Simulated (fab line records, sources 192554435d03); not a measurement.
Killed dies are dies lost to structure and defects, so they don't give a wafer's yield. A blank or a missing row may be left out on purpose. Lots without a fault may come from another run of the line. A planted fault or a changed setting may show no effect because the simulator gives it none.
Which tool did it? | flow n5_finfet | 6 lots, 15 wafers sampled, at 3 steps of a route of 1938

WHAT THE GAUGES READ, wafer by wafer
N5_SD_EPI_P_INSPECT_26: inspects for defects (darkfield).
lot  | measured    | on                | raw_defect_count
L239 | day 4 04:46 | defect_inspect-01 | 155 205 179
L241 | day 4 15:31 | defect_inspect-01 | 137 111
L243 | day 5 07:51 | defect_inspect-01 | 146 175
L248 | day 6 09:25 | defect_inspect-02 | 150 219
L250 | day 6 21:35 | defect_inspect-01 | 954 924 935
L258 | day 8 21:10 | defect_inspect-01 | 203 196 221

WHICH TOOL RAN EACH LOT (tool, then ch and the chambers of the sampled wafers, then the start)
lot  | N5_SD_EPI_P_STRIP_40                | N5_SD_EPI_P_PRECLEAN_32
L239 | plasma_asher-02 ch 0,1, day 4 01:54 | wet_bench-06 ch 2,3,6, day 4 04:43
L241 | plasma_asher-01 ch 1, day 4 12:37   | wet_bench-01 ch 3,4, day 4 15:27
L243 | plasma_asher-02 ch 0, day 5 04:59   | wet_bench-01 ch 6,7, day 5 07:47
L248 | plasma_asher-02 ch 0,1, day 6 05:41 | wet_bench-01 ch 6,7, day 6 09:22
L250 | plasma_asher-01 ch 0,1, day 6 17:51 | wet_bench-03 ch 1,4,5, day 6 21:32
L258 | plasma_asher-02 ch 0,1, day 8 17:28 | wet_bench-01 ch 4,5,6, day 8 21:07
- N5_SD_EPI_P_STRIP_40: strips in N2/H2.
- N5_SD_EPI_P_PRECLEAN_32: cleans in dHF, time 10 s.

THE ANSWER, worked out from the rows above alone
Rule: what is usual is taken from the lots themselves. Put in order of their means at a reading, lots are off if they are a third of the lots or fewer, leave a main group of 4 or more, and stand apart from it by a gap of 3 or more times the standard deviation of the main group's means; of several such gaps the widest counts. A main group whose means are all the same, to the digits that the tables above print for the reading, isn't used. A lot without any number at a reading at which 4 lots or more have one is off too. The other lots that the step has rows for count as sound.
Off: L250, at N5_SD_EPI_P_INSPECT_26 (raw_defect_count). The main group: mean 171, standard deviation 28.
A tool fits if, at a process step before that reading, it ran every lot that is off, and no sound lot after the first of them. The gauges at N5_SD_EPI_P_INSPECT_26 are tried like those tools. Can't be told from this: 2 tools fit, plasma_asher-01 at N5_SD_EPI_P_STRIP_40, wet_bench-03 at N5_SD_EPI_P_PRECLEAN_32.

WHAT THE SIMULATOR HAD PUT IN
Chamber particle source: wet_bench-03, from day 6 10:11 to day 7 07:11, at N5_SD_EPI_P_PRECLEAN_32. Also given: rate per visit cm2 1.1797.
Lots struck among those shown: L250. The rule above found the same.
